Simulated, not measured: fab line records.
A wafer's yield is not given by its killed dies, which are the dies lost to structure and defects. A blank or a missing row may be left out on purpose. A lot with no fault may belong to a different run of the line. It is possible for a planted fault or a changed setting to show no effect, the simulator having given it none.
A single fault, viewed from 2 desks :: flow n5_finfet :: each desk holds nothing but its own numbers, with what lay behind them at the end

THE TOOL OWNER'S DESK: pecvd-02
The tool's own readings at N5_BEOL_M12_ILD_DEP_00 (deposits SiOC from DEMS/O2, target thk 658.92 nm, time 130.7 s): means of the sampled wafers that have a number, for each lot that ran on this tool. A lot is out of limits, marked OUT, if its mean lies more than 4 standard deviations from the usual mean; the brackets give that distance.
Columns: A = chamber_pressure_Torr at N5_BEOL_M12_ILD_DEP_00, usual 5.000 Torr; B = heater_power_w at N5_BEOL_M12_ILD_DEP_00, usual 469 W; C = showerhead_plenum_p_Torr at N5_BEOL_M12_ILD_DEP_00, usual 5.689 Torr; D = susceptor_temp_C at N5_BEOL_M12_ILD_DEP_00, usual 350.00 C; E = throttle_valve_pct at N5_BEOL_M12_ILD_DEP_00, usual 11.9 %
lot: L374
first seen here: day 11 18:12
A: 5.008
B: 457
C: 5.682
D: 350.01
E: 11.8

lot: L375
first seen here: day 11 18:58
A: 5.006
B: 465
C: 5.684
D: 350.10
E: 11.9

lot: L379
first seen here: day 12 10:09
A: 5.004
B: 442
C: 5.690
D: 349.78
E: 11.7

lot: L378
first seen here: day 12 10:33
A: 4.992
B: 438
C: 5.683
D: 350.06
E: 12.4

lot: L384
first seen here: day 13 06:57
A: 4.994
B: 449
C: 5.682
D: 349.98
E: 12.3

lot: L383
first seen here: day 13 21:40
A: 5.004
B: 484
C: 5.683
D: 352.74 (+14) OUT
E: 11.2

lot: L385
first seen here: day 15 06:10
A: 5.000
B: 455
C: 5.677
D: 351.18 (+6.2) OUT
E: 12.0

lot: L387
first seen here: day 15 09:20
A: 4.992
B: 487
C: 5.689
D: 350.06
E: 11.4
This desk's finding: out of limits on L383, L385; first on L383, day 13 21:40 (susceptor_temp_C at N5_BEOL_M12_ILD_DEP_00). L374, L375, L379, L378, L384, L387 stayed within limits.

METROLOGY DESK
What the gauges read, lot by lot, whatever tool the lot ran on: means of the sampled wafers that have a number. A lot is out of limits, marked OUT, if its mean lies more than 4 standard deviations from the usual mean; the brackets give that distance.
Columns: A = M12_ILD_THK at N5_BEOL_M12_THK_MEAS_01, usual 660 nm
lot: L374
first seen here: day 11 18:20
A: 652

lot: L375
first seen here: day 11 19:05
A: 646

lot: L377
first seen here: day 11 22:52
A: 656

lot: L379
first seen here: day 12 10:17
A: 655

lot: L378
first seen here: day 12 10:41
A: 662

lot: L380
first seen here: day 12 22:07
A: 668

lot: L384
first seen here: day 13 07:05
A: 658

lot: L383
first seen here: day 13 21:50
A: 647

lot: L385
first seen here: day 15 06:17
A: 656

lot: L387
first seen here: day 15 09:25
A: 662

lot: L395
first seen here: day 17 01:56
A: 671

lot: L396
first seen here: day 17 05:44
A: 662
Finding of this desk: none of the 12 lots has anything out of limits.

ALL TOGETHER
At day 13 21:40, on L383, L385, the tool owner's desk was in a position to raise an alarm.
The metrology desk saw nothing out of limits.
The metrology desk has L383, L385 on record, within its limits.
N5_BEOL_M12_ILD_DEP_00 was run on pecvd-02 by each of the lots named.

WHAT THE SIMULATOR HAD PUT IN
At N5_BEOL_M12_ILD_DEP_00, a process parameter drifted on pecvd-02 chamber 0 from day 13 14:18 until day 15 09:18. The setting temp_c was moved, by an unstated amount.
Shown lots that were struck: L383, L385.
Hours from the fault's start to each desk's first reading out of limits: the tool owner's desk, 7.
